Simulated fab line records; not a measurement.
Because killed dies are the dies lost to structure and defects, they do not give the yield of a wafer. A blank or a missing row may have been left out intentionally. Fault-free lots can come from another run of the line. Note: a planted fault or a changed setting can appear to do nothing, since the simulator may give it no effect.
2 desks looking at one fault | flow n5-finfet | each desk has only its own numbers; what lay behind them comes last

== TOOL OWNER'S DESK, pecvd-01 ==
The tool's own readings at N5_BEOL_M3_DEP_57 (deposits SiCN from 3MS/NH3, target thk 8 nm, time 14 s): means of the sampled wafers that have a number, for each lot that ran on this tool. Any lot whose mean is over 4 standard deviations away from the usual mean is out of limits and marked OUT; that distance is given in the brackets.
Columns: A = showerhead-plenum-p-Torr at N5_BEOL_M3_DEP_57, usual 3.671 Torr; B = showerhead-vpp-V at N5_BEOL_M3_DEP_57, usual 880 V; C = throttle-valve-pct at N5_BEOL_M3_DEP_57, usual 9.1 %
lot  | first seen here | A     | B   | C
L279 | day 8 20:49     | 3.664 | 940 | 8.7
L293 | day 11 17:16    | 3.659 | 888 | 9.1
L292 | day 12 01:59    | 3.657 | 955 | 8.4
L294 | day 12 08:11    | 3.675 | 903 | 9.1
This desk found nothing out of limits on any of the 4 lots.

== FROM THE METROLOGY DESK ==
What the gauges read, lot by lot, whatever tool the lot ran on: means of the sampled wafers that have a number. Any lot whose mean is over 4 standard deviations away from the usual mean is out of limits and marked OUT; that distance is given in the brackets. Only the readings that lie furthest out on some lot appear, 7 of the 12 it has.
Columns: A = M3_THK at N5_BEOL_M3_THK_MEAS_53, usual 39.8 nm; B = M3_RS at N5_BEOL_M3_RS_MEAS_58, usual 0.67 ohm/sq; C = IOFF_P at N5_BEOL_M4_RC_MEAS_101, usual 0.21 nA/um; D = ION_P at N5_BEOL_M4_RC_MEAS_101, usual 462 uA/um; E = SS_P at N5_BEOL_M4_RC_MEAS_101, usual 73.2 mV/dec; F = VT_N at N5_BEOL_M4_RC_MEAS_101, usual 250 mV; G = VT_P at N5_BEOL_M4_RC_MEAS_101, usual -250 mV
lot  | first seen here | A    | B    | C    | D   | E    | F   | G
L279 | day 8 20:37     | 39.0 | 0.70 | 0.25 | 473 | 73.5 | 245 | -245
L286 | day 10 15:43    | 42.5 | 0.62 | 0.18 | 453 | 73.2 | 249 | -253
L293 | day 11 17:02    | 40.5 | 0.66 | 0.16 | 456 | 72.1 | 252 | -256
L292 | day 12 01:44    | 40.6 | 0.66 | 0.20 | 464 | 73.5 | 251 | -252
L294 | day 12 07:56    | 39.3 | 0.69 | 0.23 | 463 | 74.3 | 251 | -251
L295 | day 12 08:25    | 40.1 | 0.67 | 0.22 | 463 | 72.9 | 249 | -248
L297 | day 13 03:56    | 40.0 | 0.68 | 0.20 | 460 | 72.9 | 249 | -251
This desk found nothing out of limits on any of the 7 lots.

== ALL TOGETHER ==
Nothing out of limits was seen by the tool owner's desk.
At the metrology desk, nothing out of limits was observed.

== WHAT THE SIMULATOR HAD PUT IN ==
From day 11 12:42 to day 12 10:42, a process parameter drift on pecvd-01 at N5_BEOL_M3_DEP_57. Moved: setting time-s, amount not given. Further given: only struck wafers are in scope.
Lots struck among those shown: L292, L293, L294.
